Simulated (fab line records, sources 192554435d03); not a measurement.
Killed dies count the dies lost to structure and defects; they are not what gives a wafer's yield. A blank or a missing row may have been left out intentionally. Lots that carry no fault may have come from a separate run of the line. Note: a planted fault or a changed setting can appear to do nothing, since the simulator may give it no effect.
Matching of chambers | flow n5_finfet | N5_BEOL_M2_STRIP_36 on rie_diel-06: 4 sister chambers
The step strips in N2/H2. 14 wafers are shown with their chamber, then 7 later ones without.

== WAFERS, EACH WITH ITS CHAMBER ==
wafer  | chamber | showerhead_plenum_p_Torr (Torr) | drypump_motor_current_A (A) | throttle_valve_pct (%)
L076.2 | 3       | 2.58                            | 6.6                         | 24.0
L076.3 | 2       | 2.45                            | 5.4                         | 23.3
L076.5 | 2       | 2.46                            | 5.4                         | 23.3
L079.3 | 1       | 2.41                            | 4.9                         | 23.6
L079.4 | 3       | 2.57                            | 6.6                         | 24.1
L079.5 | 2       | 2.45                            | 5.5                         | 23.3
L082.1 | 1       | 2.41                            | 4.8                         | 23.6
L082.3 | 0       | 2.47                            | 6.3                         | 23.5
L082.5 | 1       | 2.41                            | 4.8                         | 23.6
L085.1 | 2       | 2.45                            | 5.4                         | 23.3
L085.2 | 0       | 2.47                            | 6.2                         | 23.6
L085.6 | 1       | 2.41                            | 4.8                         | 23.6
L083.1 | 3       | 2.57                            | 6.6                         | 24.1
L083.3 | 0       | 2.47                            | 6.3                         | 23.5

SIGNATURES (averages over the wafers above)
reading                  | chamber 0 | chamber 1 | chamber 2 | chamber 3 | scatter within a chamber
showerhead_plenum_p_Torr | 2.4700    | 2.4100    | 2.4525    | 2.5733    | 0.00376
drypump_motor_current_A  | 6.267     | 4.825     | 5.425     | 6.600     | 0.0465
throttle_valve_pct       | 23.533    | 23.600    | 23.300    | 24.067    | 0.0365
Rule: for each reading, subtract the chamber's mean from the wafer's reading, divide by that reading's scatter and square the result; add these up over the readings and take the root, which gives the wafer's distance from the chamber. If the next closest chamber is less than 2 further off than the closest, the wafer can't be placed; otherwise it belongs to the closest. The scatter: take each reading less its chamber's mean, square it, sum over the shown wafers, divide by the number of wafers less the number of chambers, and take the root.

== WAFERS WITH NO CHAMBER GIVEN ==
wafer  | showerhead_plenum_p_Torr (Torr) | drypump_motor_current_A (A) | throttle_valve_pct (%)
L083.4 | 2.41                            | 4.8                         | 23.6
L089.2 | 2.41                            | 4.9                         | 23.6
L089.3 | 2.44                            | 5.4                         | 23.3
L089.5 | 2.44                            | 5.4                         | 23.4
L097.2 | 2.46                            | 6.2                         | 23.6
L097.4 | 2.40                            | 4.9                         | 23.6
L097.5 | 2.40                            | 4.9                         | 23.6

== THE CHAMBER EACH PASSED THROUGH ==
wafer  | from the rows above | in truth
L083.4 | 1                   | 1
L089.2 | 1                   | 1
L089.3 | 2                   | 2
L089.5 | 2                   | 2
L097.2 | 0                   | 0
L097.4 | 1                   | 1
L097.5 | 1                   | 1
Placed correctly: 7 of 7. Not placeable from these rows: 0. Wrongly placed: 0.
